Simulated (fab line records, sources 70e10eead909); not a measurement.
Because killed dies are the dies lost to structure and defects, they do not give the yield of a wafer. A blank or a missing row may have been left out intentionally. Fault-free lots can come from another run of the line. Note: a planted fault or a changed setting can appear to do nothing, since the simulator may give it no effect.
Chamber matching + flow nand harc + NHARC_P_ZERO_WELL_DESCUM_39 on rie diel-05: 4 sister chambers
The step chemistry O2, time 3 s. 4 wafers are shown with their chamber, then 10 later ones without.

## WAFERS WITH THEIR CHAMBER
| wafer  | chamber | drypump motor current A (A) |
|--------|---------|-----------------------------|
| L090.4 | 3       | 5.3                         |
| L090.5 | 2       | 5.7                         |
| L090.2 | 0       | 6.0                         |
| L090.3 | 1       | 4.9                         |

## WAFERS WHOSE CHAMBER IS MISSING
| wafer  | drypump motor current A (A) |
|--------|-----------------------------|
| L090.6 | 5.3                         |
| L094.1 | 5.7                         |
| L094.3 | 6.0                         |
| L094.6 | 5.3                         |
| L094.2 | 4.9                         |
| L094.4 | 5.2                         |
| L094.5 | 5.7                         |
| L096.2 | 5.3                         |
| L096.3 | 4.9                         |
| L096.5 | 5.7                         |

## CHAMBER TAKEN BY EACH
| wafer  | from the rows above | in truth |
|--------|---------------------|----------|
| L090.6 | 3                   | 3        |
| L094.1 | 2                   | 2        |
| L094.3 | 0                   | 0        |
| L094.6 | 3                   | 3        |
| L094.2 | 1                   | 1        |
| L094.4 | 3                   | 3        |
| L094.5 | 2                   | 2        |
| L096.2 | 3                   | 3        |
| L096.3 | 1                   | 1        |
| L096.5 | 2                   | 2        |
10 of 10 placed correctly. Can't be placed from these rows: 0. Wrongly placed: 0.
How it was worked out, from the rows above alone: a wafer's distance from a chamber is the root of the sum, over the readings, of the square of ((its reading less the chamber's mean) divided by the reading's scatter). The wafer belongs to the nearest chamber; if the next one is less than 2 further off, it can't be placed. Each chamber's mean is taken over the wafers shown for it. The scatter (one wafer shown for each chamber): square how far every hidden wafer sits from the nearest shown wafer, average those squares and take the square root.
